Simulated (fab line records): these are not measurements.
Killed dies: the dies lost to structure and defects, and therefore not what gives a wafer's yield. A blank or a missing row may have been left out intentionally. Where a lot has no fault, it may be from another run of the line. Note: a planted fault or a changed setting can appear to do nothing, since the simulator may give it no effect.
A lot that was struck, set against a sound lot || flow n5 finfet || 19 out of 1938 route steps
Sound: wafers L856.2, L856.3, L856.5. Struck: wafers L860.1, L860.4, L860.6. The cause is named last.
For every step that has rows: the tool of each side, followed by ch and its chambers, followed by its first start. Under that, the readings that differ: sound wafers || struck wafers || difference of the means || sigmas: that difference in standard deviations of wafers without a fault.
alike: readings whose means differ by less than 2 such deviations, and words and numbers that are the same on both sides. not compared: withheld readings, readings that some wafer has no value for, bounds like >300 that may hide the same value, and numbers for which the record gives no deviation and whose values overlap.
A row with sigmas, a row that says differs or no value, or rows on one side alone: a step with any of these is where the two part. Non-overlapping numbers with no deviation appear without sigmas and do not part them. Lack of a reading on every wafer of one side parts them only where that side has two or more wafers.

N5_PASSIVATION_PECVD_00: deposits SiO2 from SiH4/N2O, target thk 200 nm, time 11.2 s.
  sound on pecvd-02 ch 0,1,2, day 14 18:23; struck on pecvd-03 ch 0,1,2, day 15 12:20
  alike: heater power outer w, heater power w, showerhead plenum p Torr, throttle valve pct
N5_MIM_BOT_DEGAS_01: time 60 s.
  sound on pvd sputter-01, day 14 18:50; struck on pvd sputter-03, day 15 13:37
  alike: heater power w
N5_MIM_BOT_SPUTTER_00: material TiN, target thk 35 nm, time 89.7 s.
  sound on pvd sputter-01, day 14 18:52; struck on pvd sputter-03, day 15 13:40
  alike: throttle valve pct
then, 1 step without rows for these wafers: N5_MIM_TOP_ALD_00 (deposits Al2O3, purge time 3 s, co reactant pulse time 3 s).
N5_MIM_TOP_ALD_01: deposits HfO2, target thk 5.6 nm, pulse time 1 s, purge time 3 s.
  sound: ald hk-01 ch 0,1,3; struck: ald hk-03 ch 0,2
  alike: precursor pulse height rel
then, 2 steps without rows for these wafers: N5_MIM_TOP_ALD_02 (deposits Al2O3, purge time 3 s, co reactant pulse time 3 s); N5_MIM_TOP_DEGAS_04 (time 60 s).
N5_MIM_TOP_SPUTTER_03: material TiN, target thk 35 nm, time 89.7 s.
  sound on pvd sputter-03, day 14 19:58; struck on pvd sputter-03, day 15 14:19
  alike: throttle valve pct
then, 4 steps without rows for these wafers: N5_MIM_TOP_LITHO_HMDS_01 (time 60 s); N5_MIM_TOP_LITHO_COAT_02; N5_MIM_TOP_LITHO_EBR_04; N5_MIM_TOP_LITHO_SOFTBAKE_03 (time 90 s).
N5_MIM_TOP_LITHO_EXPOSE_05: exposes mask MIM TOP, target cd 2000 nm.
  sound on krf scanner-02 ch 0, day 14 20:19; struck on krf scanner-02 ch 0, day 15 14:31
{"reading": "model.MIM_TOP_LITHO.overlay x nm (nm)", "sound": "0.6 0.6 0.6", "struck": "623.2 623.2 623.2", "difference": "+622.6", "sigmas": ""}
  alike: mask
then, 3 steps without rows for these wafers: N5_MIM_TOP_LITHO_PEB_06; N5_MIM_TOP_LITHO_DEVELOP_07 (develop time 60 s); N5_MIM_TOP_LITHO_HARDBAKE_09 (time 120 s).
N5_MIM_TOP_LITHO_CD_MEAS_08: target cd 2000 nm.
  sound on cd sem-03 ch 0, day 14 20:29; struck on cd sem-01 ch 0, day 15 14:42
  alike: cd nm
N5_MIM_TOP_LITHO_OVL_MEAS_11:
  sound on overlay-01 ch 0, day 14 20:31; struck on overlay-01 ch 0, day 15 14:44
{"reading": "MIM_TOP_OVL (nm)", "sound": "5 6 4", "struck": "629 629 626", "difference": "+623", "sigmas": "+99 or more"}
N5_MIM_TOP_LITHO_INSPECT_12: inspects for defects (macro).
  sound on defect inspect-02, day 14 20:32; struck on defect inspect-02, day 15 14:45
  alike: raw defect count

## WHERE THEY PART
N5_MIM_TOP_LITHO_OVL_MEAS_11 only, going by this record. Later steps at which nothing parts them and some readings are alike: N5_MIM_TOP_LITHO_INSPECT_12.

WHY: the cause the simulator had injected
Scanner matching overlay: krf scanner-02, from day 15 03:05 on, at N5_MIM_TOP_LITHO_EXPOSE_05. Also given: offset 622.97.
